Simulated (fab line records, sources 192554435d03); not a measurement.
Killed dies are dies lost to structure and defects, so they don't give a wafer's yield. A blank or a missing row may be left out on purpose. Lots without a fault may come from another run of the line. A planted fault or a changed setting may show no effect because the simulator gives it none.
fab line records | flow n5_finfet
record lots=5 wafers=13 last_day=16
route steps=1938 shown PMOS_HMC_CHANNEL_EPI@58 FIN_SAQP@90 BEOL_M4@1111 PASSIVATION@1936
lots that met no fault: from a run of the same line without faults
start_h: hours from the record's first day to the start of the lot's first wafer shown | wait_h: hours since the lot's step before | " the same as in the row above | L1.1+2: a row that stands for several wafers | - no value, or no start given | * or withheld: withheld | < > ~ a bound
route shown NAME@n: a module of which the file shows steps, and the number in the route of the first | usual: mean/standard deviation of fault-free wafers | same: alike in all rows | chamber/n: place in a boat | sites: the reading at each site | _std_site: their standard deviation | _edge_site: outer sites' mean less inner sites' | radius_mm: how far each site lies from the wafer's centre | mask NAME#n: copy n | behind: the tool/chamber that last shaped the wafer | hold: why the lot was held/for how many hours/how that ended | device: the transistor (n, p or np) that didn't switch | end of line: the same wafers' tests at the end of the route | a step without rows: its recipe alone | killed: dies lost to structure and defects at the first sort, not the wafer's yield | map: a wafer's dies, x killed, . not, _ none there
set.NAME: the setting as run; set.NAME@STEP: as run at that earlier step | model.NAME: the simulator's own value behind a step, which no gauge read
lots at some steps of the route; a table a step, a row a wafer
services: from which hour (start_h, from the record's first day; less than 0 if before it) a tool's chamber was out of use, for how many hours, and why
## steps
# step N5_PMOS_HMC_CHANNEL_EPI_COAT_31
# recipe resist=BARC temp_c=205 time_s=60 spin_rpm=1500 resist_thk_nm=66
# step N5_PMOS_HMC_CHANNEL_EPI_COAT_03
# recipe resist=CAR-ArF-block spin_rpm=1500 resist_thk_nm=205
# step N5_PMOS_HMC_CHANNEL_EPI_EBR_05
# recipe solvent=PGMEA ebr_width_mm=1.5
# step N5_PMOS_HMC_CHANNEL_EPI_SOFTBAKE_04
# recipe temp_c=110 time_s=60 resist=CAR-ArF-block
# step N5_PMOS_HMC_CHANNEL_EPI_EXPOSE_06
# recipe mask_id=PMOS_HMC_BLK na=1.35 source_shape=conventional sigma_outer=0.8 polarization=unpolarized target_cd_nm=240 dose_mj=41
# step N5_PMOS_HMC_CHANNEL_EPI_PEB_07
# recipe peb_temp_c=110 peb_time_s=60 resist=CAR-ArF-block
# step N5_PMOS_HMC_CHANNEL_EPI_DEVELOP_08
# recipe develop_time_s=30 developer=TMAH resist=CAR-ArF-block dev_temp_c=23 rinse_liquid=diw dry=air_spin
# step N5_PMOS_HMC_CHANNEL_EPI_DESCUM_14
# recipe chemistry=O2 time_s=7.9 source_power_w=50 bias_power_w=20 pressure_mtorr=20 rf_frequency_hz=2.712e+07 temp_c=40 resist=CAR-ArF-block o2_flow_sccm=225
# step N5_PMOS_HMC_CHANNEL_EPI_ETCH_32
# recipe chemistry=N2/H2 target=BARC stop_on=SiO2 target_depth_a=858 over_etch_frac=0.3 time_s=50.3 ion_energy_ev=200 mask_material=CAR-ArF-block pressure_mtorr=30 source_w=840 bias_w=150 n2_flow_sccm=200 h2_flow_sccm=200
# step N5_PMOS_HMC_CHANNEL_EPI_HM_OPEN_15
# recipe chemistry=CHF3/O2 target=SiO2 mask_material=CAR-ArF-block target_depth_a=406 CHF3_flow_sccm=50 O2_flow_sccm=5 Ar_flow_sccm=200 time_s=20.3 pressure_mtorr=30 source_w=650 bias_w=170 ion_energy_ev=200
# usual drypump_motor_current_A=5.9/0.38 oes_o_777_au=0.79/0.1 oes_product_au=0.78/0.099 rf_vpp_V=525/9.8 showerhead_plenum_p_Torr=2.41/0.081 throttle_valve_pct=18.96/0.23
# columns lot.wafer tool chamber start_h wait_h drypump_motor_current_A oes_o_777_au oes_product_au rf_hours_counter_h rf_vpp_V showerhead_plenum_p_Torr throttle_valve_pct model.CAR-ArF-block_of_PMOS_HMC_CHANNEL_EPI_COAT_03.thk_nm model.etch.depth_nm
L685.2 rie_diel-02 1 29.85 0.0 5.9 0.80 0.80 97 531 2.43 19.02 94.77 40.03
L685.4 " 3 " " 6.0 0.71 0.69 241 506 2.48 19.24 93.73 40.3
L685.5 " 2 " " 5.3 0.68 0.66 - 531 2.47 19.10 97.21 39.06
L690.1 rie_diel-02 2 59.71 0.0 5.3 0.67 0.67 248 532 2.47 19.14 95.05 39.88
L690.4 " 2 " " 5.3 0.66 0.67 - 530 2.47 19.14 94.89 39.72
L690.6 " 0 " " 6.5 0.72 0.74 - 527 2.31 19.00 95.64 39.83
L695.2 rie_diel-02 0 91.17 0.0 6.5 0.70 0.57 194 528 2.30 18.95 108.9 26.45
L695.4 " 1 " " 5.9 0.77 0.77 - 530 2.42 19.05 95.69 39.76
L695.5 " 3 " " 5.9 0.99 0.75 - 506 2.48 18.75 108.4 26.15
L696.2 rie_diel-02 1 96.32 0.0 5.9 0.77 0.61 122 531 2.42 19.02 108.9 26.3
L696.5 " 0 " " 6.5 0.71 0.57 - 526 2.30 18.96 110.4 26.31
L698.5 rie_diel-02 3 109.27 0.0 5.9 0.97 0.74 - 506 2.48 18.76 107.2 26.31
L698.6 " 2 " " 5.2 0.97 0.97 - 531 2.47 18.78 93.68 40.24
# step N5_PMOS_HMC_CHANNEL_EPI_STRIP_33
# recipe chemistry=N2/H2 power_w=500 temp_c=40 pressure_mtorr=50 rf_frequency_hz=6e+07 overash_fraction=0.3 bias_power_w=8 h2_frac=0.5 n2_flow_sccm=300 h2_flow_sccm=300
# step N5_PMOS_HMC_CHANNEL_EPI_STRIP_17
# recipe chemistry=SPM time_s=750 temp_c=130 h2so4_h2o2_vol_ratio=4 dry=ipa_marangoni
# step N5_PMOS_HMC_CHANNEL_EPI_ETCH_38
# recipe chemistry=CF4 target=SiO2 target_depth_a=15 ion_energy_ev=350 pressure_mtorr=10 icp_w=800 bias_w=400 cf4_flow_sccm=80
# step N5_PMOS_HMC_CHANNEL_EPI_FIN_RECESS_16
# recipe chemistry=HBr/Cl2 target=Si mask_material=SiO2 target_depth_a=540 time_s=18 pressure_mtorr=10 icp_w=800 bias_w=75 HBr_flow_sccm=150 Cl2_flow_sccm=80
# step N5_PMOS_HMC_CHANNEL_EPI_PRECLEAN_36
# recipe chemistry=O3/DIW time_s=45 temp_c=22 o3_ppm=10
# step N5_PMOS_HMC_CHANNEL_EPI_PRECLEAN_18
# recipe chemistry=DHF time_s=30 temp_c=25 dilution=withheld
# step N5_PMOS_HMC_CHANNEL_EPI_SRD_19
# recipe dry=ipa_marangoni do_ppb=5 time_s=30 temp_c=23 rinse_liquid=diw
# step N5_PMOS_HMC_CHANNEL_EPI_EPI_20
# recipe material=SiGe30 mask_material=SiO2 pressure_torr=20 target_thk_a=590 temp_c=600
# step N5_PMOS_HMC_CHANNEL_EPI_HM_STRIP_35
# recipe chemistry=dHF temp_c=25 material=SiO2 target=SiO2 target_depth_a=396 time_s=216
# step N5_PMOS_HMC_CHANNEL_EPI_SRD_39
# recipe dry=ipa_marangoni time_s=30 temp_c=23 rinse_liquid=diw
# step N5_PMOS_HMC_CHANNEL_EPI_CMP_21
# recipe material=SiGe30 post_cmp_clean=alkaline_brush target_thk_nm=54
# step N5_PMOS_HMC_CHANNEL_EPI_PRECLEAN_40
# recipe chemistry=DHF time_s=30 temp_c=25 dilution=withheld
# step N5_PMOS_HMC_CHANNEL_EPI_PRECLEAN_37
# recipe chemistry=O3/DIW time_s=45 temp_c=22 o3_ppm=10
# step N5_PMOS_HMC_CHANNEL_EPI_PRECLEAN_24
# recipe chemistry=DHF time_s=30 temp_c=25 dilution=withheld
# step N5_PMOS_HMC_CHANNEL_EPI_SRD_25
# recipe dry=ipa_marangoni do_ppb=5 time_s=30 temp_c=23 rinse_liquid=diw
# step N5_PMOS_HMC_CHANNEL_EPI_EPI_26
# recipe material=Si target_thk_a=38 temp_c=650 precursor=SiH4/H2 pressure_torr=20 time_s=22.7
# step N5_FIN_SAQP_PRECLEAN_42
# recipe chemistry=O3/DIW time_s=60 temp_c=22 o3_ppm=10
# step N5_FIN_SAQP_PRECLEAN_00
# recipe chemistry=SC1 time_s=60 temp_c=55 mix=1:2:50
# step N5_FIN_SAQP_PRECLEAN_44
# recipe chemistry=SC2 time_s=45 temp_c=35 mix=1:1:50
# step N5_FIN_SAQP_SRD_01
# recipe dry=ipa_marangoni time_s=30 temp_c=23 rinse_liquid=diw
# step N5_FIN_SAQP_ALD_61
# recipe material=SiO2 target_thk_a=40 temp_c=300 ald_precursor_family=BDEAS ald_co_reactant=O2-plasma pulse_time_s=1 purge_time_s=2 co_reactant_purge_time_s=2 ald_cycles=43 pressure_torr=2
# step N5_FIN_SAQP_DENSIFY_62
# recipe temp_c=700 time_s=60 ambient=N2 idle_temp_c=600 ramp_up_c_per_s=150 ramp_down_c_per_s=60 cool_to_c=600
# step N5_FIN_SAQP_HM_DEP_03
# recipe material=SiNx target_thk_a=380 temp_c=400 precursor=SiH4/NH3/N2 pressure_torr=1.5 rf_w=300 time_s=33.6
# step N5_FIN_SAQP_PECVD_47
# recipe material=a-Si target_thk_a=450 temp_c=400 precursor=SiH4/He pressure_torr=3 rf_w=100 time_s=36.3
# step N5_FIN_SAQP_PECVD_48
# recipe material=SiNx target_thk_a=250 temp_c=400 precursor=SiH4/NH3/N2 pressure_torr=1.5 rf_w=300 time_s=22.1
# step N5_BEOL_M4_RC_MEAS_101
# usual DIBL_N=37.1/1.8 DIBL_P=37.2/2.1 IOFF_N=0.17/0.033 IOFF_P=0.22/0.037 ION_N=680/11 ION_P=464/7.7 SS_N=71.7/0.63 SS_P=73.6/0.67 VT_N=248.9/2.9 VT_P=-251/3.6
# columns lot.wafer tool chamber start_h wait_h DIBL_N[mV/V] DIBL_P[mV/V] IOFF_N[nA/um] IOFF_P[nA/um] ION_N[uA/um] ION_P[uA/um] SS_N[mV/dec] SS_P[mV/dec] VT_N[mV] VT_P[mV]
L685.2 prober-01 0 187.80 0.2 33.6 33.5 0.12 0.16 656 455 71.5 71.4 253.8 -255
L685.4 " 0 " " 35.6 36.5 0.15 0.20 670 464 71.3 73.7 251.5 -251
L685.5 " 0 " " 39.0 40.9 0.24 0.28 696 475 71.8 74.5 244.6 -247
L690.1 prober-01 0 216.01 0.0 35.3 34.7 0.16 0.22 682 468 71.4 73.0 250.5 -249
L690.4 " 0 " " 39.0 38.8 0.22 0.30 685 474 72.1 73.9 245.0 -244
L690.6 " 0 " " 38.1 38.2 0.21 0.30 687 480 72.9 73.6 245.6 -244
L695.4 prober-02 0 259.54 0.5 37.9 39.6 0.18 0.22 678 457 72.2 73.5 247.0 -250
L698.6 prober-02 0 282.52 0.8 37.5 38.5 0.19 0.21 684 455 71.6 73.7 245.6 -252
# step N5_PASSIVATION_PROBE_49
# usual defect_limited_yield=91.7/1.5 killed_at_M0_to_M3=32/10 killed_at_M4_up=14/5.3 killed_at_contacts=13/5.7 killed_at_front_end=37/10 killed_at_other=3.3/2.5 killed_dies=98/18 killed_on_rim=13/3.6 killed_open=65/13 killed_short=31/7.5 sort_bin_5_function=4.9/0.91 sort_bin_6_memory=3.1/0.71 sort_n_pass=1082/18 sort_yield_pct=91.7/1.5
# same gross_dies=1180 killed_at_back_side=0 sort_bin_4_leakage[%]=0 sort_bin_8_speed[%]=0
# columns lot.wafer tool chamber start_h wait_h defect_limited_yield[%] killed_at_M0_to_M3 killed_at_M4_up killed_at_contacts killed_at_front_end killed_at_other killed_dies killed_on_rim killed_open killed_short sort_bin_5_function[%] sort_bin_6_memory[%] sort_n_pass sort_yield_pct[%]
L690.1 prober-02 - 331.59 0.0 92.0 49 7 14 22 2 94 11 58 36 4.4 3.1 1086 92.0
L690.4 prober-02 - 331.74 0.2 91.4 39 12 15 35 1 102 15 69 29 5.7 2.6 1078 91.4
L690.6 prober-02 - 331.84 0.3 90.7 47 18 8 33 4 110 23 71 31 4.8 3.4 1070 90.7
L695.2 prober-02 - 360.53 0.1 0 51 13 16 1099 1 1180 152 86 36 96.1 3.4 0 0
L695.4 prober-02 - 360.63 0.2 87.6 71 17 12 44 2 146 12 101 45 6.9 4.8 1034 87.6
L695.5 prober-02 - 360.68 0.2 0 41 15 16 1105 3 1180 152 72 35 96.2 3.5 0 0
L696.2 prober-02 - 377.32 0.1 0 27 7 10 1136 0 1180 152 50 24 97.6 2.2 0 0
L696.5 prober-02 - 377.47 0.2 0 32 10 12 1120 6 1180 152 72 36 96.1 3.5 0 0
L698.5 prober-01 - 386.75 0.2 0 29 10 4 1134 3 1180 152 52 31 96.9 2.7 0 0
L698.6 prober-01 - 386.80 0.3 92.0 28 12 9 41 4 94 18 53 36 4.6 3.0 1086 92.0
# killed by level:class
L690.1 BEOL_M3:geometric_particle:open=15 MOL_CONTACT_COAG:geometric_particle:open=9 BEOL_M1:geometric_particle:open=8 BEOL_M2:geometric_particle:short=7 STI_FIN_REVEAL:geometric_particle:open=6 BEOL_M0_SAQP:geometric_particle:short=6 MOL_CONTACT_COAG:geometric_particle:short=5 BEOL_M1:geometric_particle:short=4
L690.4 BEOL_M0_SAQP:geometric_particle:open=13 STI_FIN_REVEAL:geometric_particle:open=12 MOL_CONTACT_COAG:geometric_particle:open=12 BEOL_M3:geometric_particle:open=9 BEOL_M0_SAQP:geometric_particle:short=8 BEOL_M4:geometric_particle:open=5 GATE_CUT:geometric_particle:open=4 FIN_SAQP:geometric_particle:open=3
L690.6 BEOL_M0_SAQP:geometric_particle:short=10 BEOL_M0_SAQP:geometric_particle:open=10 STI_FIN_REVEAL:geometric_particle:open=7 MOL_CONTACT_COAG:geometric_particle:open=7 HKMG_FIN:area_etch=7 BEOL_M3:geometric_particle:open=6 DUMMY_GATE:geometric_particle:open=6 BEOL_M1:geometric_particle:open=6
L695.2 PMOS_HMC_CHANNEL_EPI:area_open=1054 FIN_SAQP:geometric_particle:open=16 MOL_CONTACT_COAG:geometric_particle:open=14 BEOL_M0_SAQP:geometric_particle:short=12 BEOL_M0_SAQP:geometric_particle:open=10 FIN_SAQP:geometric_particle:short=9 STI_FIN_REVEAL:geometric_particle:open=9 BEOL_M1:geometric_particle:open=9
L695.4 BEOL_M0_SAQP:geometric_particle:short=21 BEOL_M0_SAQP:geometric_particle:open=18 FIN_SAQP:geometric_particle:open=16 BEOL_M1:geometric_particle:open=13 MOL_CONTACT_COAG:geometric_particle:open=10 BEOL_M2:geometric_particle:open=10 BEOL_M4:geometric_particle:open=10 FIN_SAQP:geometric_particle:short=7
L695.5 PMOS_HMC_CHANNEL_EPI:area_open=1070 FIN_SAQP:geometric_particle:open=16 MOL_CONTACT_COAG:geometric_particle:open=14 FIN_SAQP:geometric_particle:short=11 BEOL_M0:geometric_particle:open=10 BEOL_M0_SAQP:geometric_particle:open=10 BEOL_M0_SAQP:geometric_particle:short=9 BEOL_M1:geometric_particle:open=5
L696.2 PMOS_HMC_CHANNEL_EPI:area_open=1104 BEOL_M2:geometric_particle:open=9 MOL_CONTACT_COAG:geometric_particle:open=8 FIN_SAQP:geometric_particle:short=6 FIN_SAQP:geometric_particle:open=5 DUMMY_GATE:geometric_particle:open=5 DUMMY_GATE:geometric_particle:short=5 ILD0:geometric_particle:open=3
L696.5 PMOS_HMC_CHANNEL_EPI:area_open=1072 FIN_SAQP:geometric_particle:short=17 FIN_SAQP:geometric_particle:open=12 MOL_CONTACT_COAG:geometric_particle:open=12 BEOL_M2:geometric_particle:open=7 BEOL_M3:geometric_particle:open=7 BEOL_M0_SAQP:geometric_particle:short=6 BEOL_M4:geometric_particle:open=5
L698.5 PMOS_HMC_CHANNEL_EPI:area_open=1095 FIN_SAQP:geometric_particle:short=13 FIN_SAQP:geometric_particle:open=10 BEOL_M0_SAQP:geometric_particle:open=9 BEOL_M2:geometric_particle:open=9 DUMMY_GATE:geometric_particle:open=5 BEOL_M0_SAQP:geometric_particle:short=5 MOL_CONTACT_COAG:geometric_particle:open=3
L698.6 FIN_SAQP:geometric_particle:open=13 FIN_SAQP:geometric_particle:short=8 BEOL_M0_SAQP:geometric_particle:open=8 BEOL_M0_SAQP:geometric_particle:short=7 MOL_CONTACT_COAG:geometric_particle:open=6 STARTING-WAFER:geometric_particle:short=4 DUMMY_GATE:geometric_particle:open=3 MOL_CONTACT_COAG:geometric_particle:short=3
# map L695.2 (x killed, . not)
_________________xxxxxxxxxxxx________________
______________xxxxxxxxxxxxxxxxxx_____________
___________xxxxxxxxxxxxxxxxxxxxxxxx__________
__________xxxxxxxxxxxxxxxxxxxxxxxxxx_________
________xxxxxxxxxxxxxxxxxxxxxxxxxxxxxx_______
_______xxxxxxxxxxxxxxxxxxxxxxxxxxxxxxxx______
______xxxxxxxxxxxxxxxxxxxxxxxxxxxxxxxxxx_____
_____xxxxxxxxxxxxxxxxxxxxxxxxxxxxxxxxxxxx____
____xxxxxxxxxxxxxxxxxxxxxxxxxxxxxxxxxxxxxx___
___xxxxxxxxxxxxxxxxxxxxxxxxxxxxxxxxxxxxxxxx__
___xxxxxxxxxxxxxxxxxxxxxxxxxxxxxxxxxxxxxxxx__
__xxxxxxxxxxxxxxxxxxxxxxxxxxxxxxxxxxxxxxxxxx_
__xxxxxxxxxxxxxxxxxxxxxxxxxxxxxxxxxxxxxxxxxx_
_xxxxxxxxxxxxxxxxxxxxxxxxxxxxxxxxxxxxxxxxxxxx
_xxxxxxxxxxxxxxxxxxxxxxxxxxxxxxxxxxxxxxxxxxxx
_xxxxxxxxxxxxxxxxxxxxxxxxxxxxxxxxxxxxxxxxxxxx
_xxxxxxxxxxxxxxxxxxxxxxxxxxxxxxxxxxxxxxxxxxxx
_xxxxxxxxxxxxxxxxxxxxxxxxxxxxxxxxxxxxxxxxxxxx
_xxxxxxxxxxxxxxxxxxxxxxxxxxxxxxxxxxxxxxxxxxxx
_xxxxxxxxxxxxxxxxxxxxxxxxxxxxxxxxxxxxxxxxxxxx
_xxxxxxxxxxxxxxxxxxxxxxxxxxxxxxxxxxxxxxxxxxxx
__xxxxxxxxxxxxxxxxxxxxxxxxxxxxxxxxxxxxxxxxxx_
__xxxxxxxxxxxxxxxxxxxxxxxxxxxxxxxxxxxxxxxxxx_
___xxxxxxxxxxxxxxxxxxxxxxxxxxxxxxxxxxxxxxxx__
___xxxxxxxxxxxxxxxxxxxxxxxxxxxxxxxxxxxxxxxx__
____xxxxxxxxxxxxxxxxxxxxxxxxxxxxxxxxxxxxxx___
_____xxxxxxxxxxxxxxxxxxxxxxxxxxxxxxxxxxxx____
______xxxxxxxxxxxxxxxxxxxxxxxxxxxxxxxxxx_____
_______xxxxxxxxxxxxxxxxxxxxxxxxxxxxxxxx______
________xxxxxxxxxxxxxxxxxxxxxxxxxxxxxx_______
__________xxxxxxxxxxxxxxxxxxxxxxxxxx_________
___________xxxxxxxxxxxxxxxxxxxxxxxx__________
______________xxxxxxxxxxxxxxxxxx_____________
_________________xxxxxxxxxxxx________________
# map L696.2 (x killed, . not)
_________________xxxxxxxxxxxx________________
______________xxxxxxxxxxxxxxxxxx_____________
___________xxxxxxxxxxxxxxxxxxxxxxxx__________
__________xxxxxxxxxxxxxxxxxxxxxxxxxx_________
________xxxxxxxxxxxxxxxxxxxxxxxxxxxxxx_______
_______xxxxxxxxxxxxxxxxxxxxxxxxxxxxxxxx______
______xxxxxxxxxxxxxxxxxxxxxxxxxxxxxxxxxx_____
_____xxxxxxxxxxxxxxxxxxxxxxxxxxxxxxxxxxxx____
____xxxxxxxxxxxxxxxxxxxxxxxxxxxxxxxxxxxxxx___
___xxxxxxxxxxxxxxxxxxxxxxxxxxxxxxxxxxxxxxxx__
___xxxxxxxxxxxxxxxxxxxxxxxxxxxxxxxxxxxxxxxx__
__xxxxxxxxxxxxxxxxxxxxxxxxxxxxxxxxxxxxxxxxxx_
__xxxxxxxxxxxxxxxxxxxxxxxxxxxxxxxxxxxxxxxxxx_
_xxxxxxxxxxxxxxxxxxxxxxxxxxxxxxxxxxxxxxxxxxxx
_xxxxxxxxxxxxxxxxxxxxxxxxxxxxxxxxxxxxxxxxxxxx
_xxxxxxxxxxxxxxxxxxxxxxxxxxxxxxxxxxxxxxxxxxxx
_xxxxxxxxxxxxxxxxxxxxxxxxxxxxxxxxxxxxxxxxxxxx
_xxxxxxxxxxxxxxxxxxxxxxxxxxxxxxxxxxxxxxxxxxxx
_xxxxxxxxxxxxxxxxxxxxxxxxxxxxxxxxxxxxxxxxxxxx
_xxxxxxxxxxxxxxxxxxxxxxxxxxxxxxxxxxxxxxxxxxxx
_xxxxxxxxxxxxxxxxxxxxxxxxxxxxxxxxxxxxxxxxxxxx
__xxxxxxxxxxxxxxxxxxxxxxxxxxxxxxxxxxxxxxxxxx_
__xxxxxxxxxxxxxxxxxxxxxxxxxxxxxxxxxxxxxxxxxx_
___xxxxxxxxxxxxxxxxxxxxxxxxxxxxxxxxxxxxxxxx__
___xxxxxxxxxxxxxxxxxxxxxxxxxxxxxxxxxxxxxxxx__
____xxxxxxxxxxxxxxxxxxxxxxxxxxxxxxxxxxxxxx___
_____xxxxxxxxxxxxxxxxxxxxxxxxxxxxxxxxxxxx____
______xxxxxxxxxxxxxxxxxxxxxxxxxxxxxxxxxx_____
_______xxxxxxxxxxxxxxxxxxxxxxxxxxxxxxxx______
________xxxxxxxxxxxxxxxxxxxxxxxxxxxxxx_______
__________xxxxxxxxxxxxxxxxxxxxxxxxxx_________
___________xxxxxxxxxxxxxxxxxxxxxxxx__________
______________xxxxxxxxxxxxxxxxxx_____________
_________________xxxxxxxxxxxx________________
## services
# columns tool chamber start_h hours kind
rie_diel-02 0 50.13 6.4 repair
rie_diel-02 2 52.59 7.0 repair
rie_diel-02 3 59.63 - clean
rie_diel-02 3 59.63 - consumable_replace:focus_ring
rie_diel-02 3 59.63 14.3 scheduled_down
rie_diel-02 3 59.63 14.3 vent_cycle
rie_diel-02 2 73.95 - clean
rie_diel-02 2 73.95 - consumable_replace:focus_ring
rie_diel-02 2 73.95 23.0 scheduled_down
rie_diel-02 2 73.95 23.0 vent_cycle
## key
first_sign step=N5_PASSIVATION_PROBE_49 reading=killed_at_front_end direction=up sigmas=99+ usual=37 struck=1119
effect step=N5_PASSIVATION_PROBE_49 reading=sort_bin_5_function direction=up sigmas=99+ usual=4.9 struck=96.6
model_effect step=N5_PMOS_HMC_CHANNEL_EPI_HM_OPEN_15 value=CAR-ArF-block_of_PMOS_HMC_CHANNEL_EPI_COAT_03.thk_nm without=95.17 struck=108.8
more_kills_born_at N5_PMOS_HMC_CHANNEL_EPI_HM_OPEN_15@rie_diel-02=5395
met_at N5_PMOS_HMC_CHANNEL_EPI_HM_OPEN_15
struck_wafers L695.2,L695.5,L696.2,L696.5,L698.5
later_rows_left_out L695.2,L695.5,L696.2,L696.5,L698.5
onset_between 59.71 91.17
fault kind=process_parameter_drift tool=rie_diel-02 chamber=- onset_h=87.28 steps=N5_PMOS_HMC_CHANNEL_EPI_HM_OPEN_15 channel=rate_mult offset=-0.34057 shape=step end_h=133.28 scope=struck_wafers_only
# later_rows_left_out: the simulator's readings of these wafers behind a module that went badly wrong aren't trusted and aren't shown, but for the sort
